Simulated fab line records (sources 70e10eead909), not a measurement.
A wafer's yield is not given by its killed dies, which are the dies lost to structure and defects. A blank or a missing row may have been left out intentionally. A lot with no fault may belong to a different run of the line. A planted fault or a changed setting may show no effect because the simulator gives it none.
Chamber matching / flow nand-harc / rie-diel-01 running NHARC_A_STAIRCASE_STRIP_476: 4 sister chambers
The step strips in O2, time 20 s. 20 wafers are shown with their chamber, then 10 later ones without.

EACH WAFER AND ITS CHAMBER
wafer=L078.1; chamber=2; drypump-motor-current-A (A)=5.7; showerhead-plenum-p-Torr (Torr)=3.51; oes-product-au (a.u.)=0.972
wafer=L078.2; chamber=1; drypump-motor-current-A (A)=6.7; showerhead-plenum-p-Torr (Torr)=3.56; oes-product-au (a.u.)=1.000
wafer=L078.3; chamber=3; drypump-motor-current-A (A)=4.9; showerhead-plenum-p-Torr (Torr)=3.35; oes-product-au (a.u.)=0.983
wafer=L081.1; chamber=1; drypump-motor-current-A (A)=6.7; showerhead-plenum-p-Torr (Torr)=3.56; oes-product-au (a.u.)=1.001
wafer=L081.4; chamber=2; drypump-motor-current-A (A)=5.7; showerhead-plenum-p-Torr (Torr)=3.50; oes-product-au (a.u.)=0.977
wafer=L081.6; chamber=2; drypump-motor-current-A (A)=5.7; showerhead-plenum-p-Torr (Torr)=3.50; oes-product-au (a.u.)=0.979
wafer=L082.2; chamber=0; drypump-motor-current-A (A)=5.5; showerhead-plenum-p-Torr (Torr)=3.51; oes-product-au (a.u.)=1.009
wafer=L082.3; chamber=3; drypump-motor-current-A (A)=4.9; showerhead-plenum-p-Torr (Torr)=3.35; oes-product-au (a.u.)=1.002
wafer=L082.5; chamber=1; drypump-motor-current-A (A)=6.7; showerhead-plenum-p-Torr (Torr)=3.56; oes-product-au (a.u.)=1.014
wafer=L085.1; chamber=3; drypump-motor-current-A (A)=4.9; showerhead-plenum-p-Torr (Torr)=3.34; oes-product-au (a.u.)=0.989
wafer=L085.2; chamber=0; drypump-motor-current-A (A)=5.5; showerhead-plenum-p-Torr (Torr)=3.51; oes-product-au (a.u.)=0.999
wafer=L085.6; chamber=3; drypump-motor-current-A (A)=4.9; showerhead-plenum-p-Torr (Torr)=3.34; oes-product-au (a.u.)=0.979
wafer=L088.1; chamber=1; drypump-motor-current-A (A)=6.8; showerhead-plenum-p-Torr (Torr)=3.54; oes-product-au (a.u.)=1.004
wafer=L088.4; chamber=2; drypump-motor-current-A (A)=5.7; showerhead-plenum-p-Torr (Torr)=3.48; oes-product-au (a.u.)=0.995
wafer=L088.5; chamber=1; drypump-motor-current-A (A)=6.7; showerhead-plenum-p-Torr (Torr)=3.54; oes-product-au (a.u.)=1.008
wafer=L089.2; chamber=1; drypump-motor-current-A (A)=6.7; showerhead-plenum-p-Torr (Torr)=3.54; oes-product-au (a.u.)=1.007
wafer=L089.3; chamber=0; drypump-motor-current-A (A)=5.5; showerhead-plenum-p-Torr (Torr)=3.50; oes-product-au (a.u.)=1.001
wafer=L089.5; chamber=1; drypump-motor-current-A (A)=6.7; showerhead-plenum-p-Torr (Torr)=3.54; oes-product-au (a.u.)=1.014
wafer=L091.2; chamber=0; drypump-motor-current-A (A)=5.5; showerhead-plenum-p-Torr (Torr)=3.50; oes-product-au (a.u.)=0.991
wafer=L091.4; chamber=1; drypump-motor-current-A (A)=6.7; showerhead-plenum-p-Torr (Torr)=3.54; oes-product-au (a.u.)=0.997

SIGNATURES (means of the wafers above)
reading=drypump-motor-current-A; chamber 0=5.500; chamber 1=6.713; chamber 2=5.700; chamber 3=4.900; scatter within a chamber=0.0234
reading=showerhead-plenum-p-Torr; chamber 0=3.5050; chamber 1=3.5475; chamber 2=3.4975; chamber 3=3.3450; scatter within a chamber=0.00944
reading=oes-product-au; chamber 0=1.00000; chamber 1=1.00562; chamber 2=0.98075; chamber 3=0.98825; scatter within a chamber=0.00807
Rule: for each reading, subtract the chamber's mean from the wafer's reading, divide by that reading's scatter and square the result; add these up over the readings and take the root, which gives the wafer's distance from the chamber. If the next closest chamber is less than 2 further off than the closest, the wafer can't be placed; otherwise it belongs to the closest. The scatter: the root of (the sum of the squares of (reading less its chamber's mean) over the shown wafers, divided by (wafers less chambers)).

WAFERS MISSING THEIR CHAMBER
wafer=L091.5; drypump-motor-current-A (A)=5.5; showerhead-plenum-p-Torr (Torr)=3.50; oes-product-au (a.u.)=0.997
wafer=L090.2; drypump-motor-current-A (A)=4.9; showerhead-plenum-p-Torr (Torr)=3.33; oes-product-au (a.u.)=0.985
wafer=L090.3; drypump-motor-current-A (A)=5.7; showerhead-plenum-p-Torr (Torr)=3.48; oes-product-au (a.u.)=0.984
wafer=L090.6; drypump-motor-current-A (A)=5.5; showerhead-plenum-p-Torr (Torr)=3.50; oes-product-au (a.u.)=0.991
wafer=L092.2; drypump-motor-current-A (A)=5.7; showerhead-plenum-p-Torr (Torr)=3.48; oes-product-au (a.u.)=0.982
wafer=L092.5; drypump-motor-current-A (A)=5.5; showerhead-plenum-p-Torr (Torr)=3.50; oes-product-au (a.u.)=1.003
wafer=L092.6; drypump-motor-current-A (A)=4.9; showerhead-plenum-p-Torr (Torr)=3.33; oes-product-au (a.u.)=0.999
wafer=L096.2; drypump-motor-current-A (A)=4.9; showerhead-plenum-p-Torr (Torr)=3.32; oes-product-au (a.u.)=0.999
wafer=L096.3; drypump-motor-current-A (A)=6.8; showerhead-plenum-p-Torr (Torr)=3.53; oes-product-au (a.u.)=1.004
wafer=L096.5; drypump-motor-current-A (A)=5.7; showerhead-plenum-p-Torr (Torr)=3.47; oes-product-au (a.u.)=1.000

EACH ONE'S CHAMBER
wafer=L091.5; from the rows above=0; in truth=0
wafer=L090.2; from the rows above=3; in truth=3
wafer=L090.3; from the rows above=2; in truth=2
wafer=L090.6; from the rows above=0; in truth=0
wafer=L092.2; from the rows above=2; in truth=2
wafer=L092.5; from the rows above=0; in truth=0
wafer=L092.6; from the rows above=3; in truth=3
wafer=L096.2; from the rows above=3; in truth=3
wafer=L096.3; from the rows above=1; in truth=1
wafer=L096.5; from the rows above=2; in truth=2
Correct placement for 10 of the 10. Number that these rows cannot place: 0. Wrongly placed: 0.
